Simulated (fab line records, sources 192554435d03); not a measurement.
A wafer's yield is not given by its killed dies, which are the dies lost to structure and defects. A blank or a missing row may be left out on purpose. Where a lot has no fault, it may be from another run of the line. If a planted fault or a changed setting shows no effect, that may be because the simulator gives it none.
Chamber matching + flow n5 finfet + 4 sister chambers for N5_BEOL_M13_TRENCH_ETCH_34 on rie diel-03
The step etches SiOC in C4F8/O2/Ar, target depth 413.47 nm, time 162.6 s. 4 wafers are shown with their chamber, then 9 later ones without.

WAFERS WITH THEIR CHAMBER
| wafer  | chamber | showerhead plenum p Torr (Torr) |
|--------|---------|---------------------------------|
| L087.5 | 2       | 3.36                            |
| L086.3 | 3       | 3.49                            |
| L089.2 | 0       | 3.46                            |
| L089.5 | 1       | 3.44                            |

WAFERS WHOSE CHAMBER IS MISSING
| wafer  | showerhead plenum p Torr (Torr) |
|--------|---------------------------------|
| L093.2 | 3.36                            |
| L093.4 | 3.46                            |
| L093.6 | 3.48                            |
| L095.1 | 3.44                            |
| L095.3 | 3.46                            |
| L095.6 | 3.44                            |
| L094.3 | 3.45                            |
| L094.5 | 3.45                            |
| L094.6 | 3.48                            |

THE CHAMBER EACH PASSED THROUGH
| wafer  | from the rows above     | in truth |
|--------|-------------------------|----------|
| L093.2 | 2                       | 2        |
| L093.4 | 0                       | 0        |
| L093.6 | can't be placed: 3 or 0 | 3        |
| L095.1 | 1                       | 1        |
| L095.3 | 0                       | 0        |
| L095.6 | 1                       | 1        |
| L094.3 | can't be placed: 0 or 1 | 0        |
| L094.5 | can't be placed: 0 or 1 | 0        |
| L094.6 | can't be placed: 3 or 0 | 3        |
Placed correctly: 5 of 9. Unplaceable from these rows: 4, with the true chamber sitting among the candidates in 4. Placed wrongly: 0.
How it was worked out, from the rows above alone: a wafer's distance from a chamber is the root of the sum, over the readings, of the square of ((its reading less the chamber's mean) divided by the reading's scatter). The wafer belongs to the nearest chamber; if the next one is less than 2 further off, it can't be placed. Each chamber's mean is taken over the wafers shown for it. The scatter: root of mean squared gap, hidden wafer to nearest shown wafer, with one shown wafer a chamber.
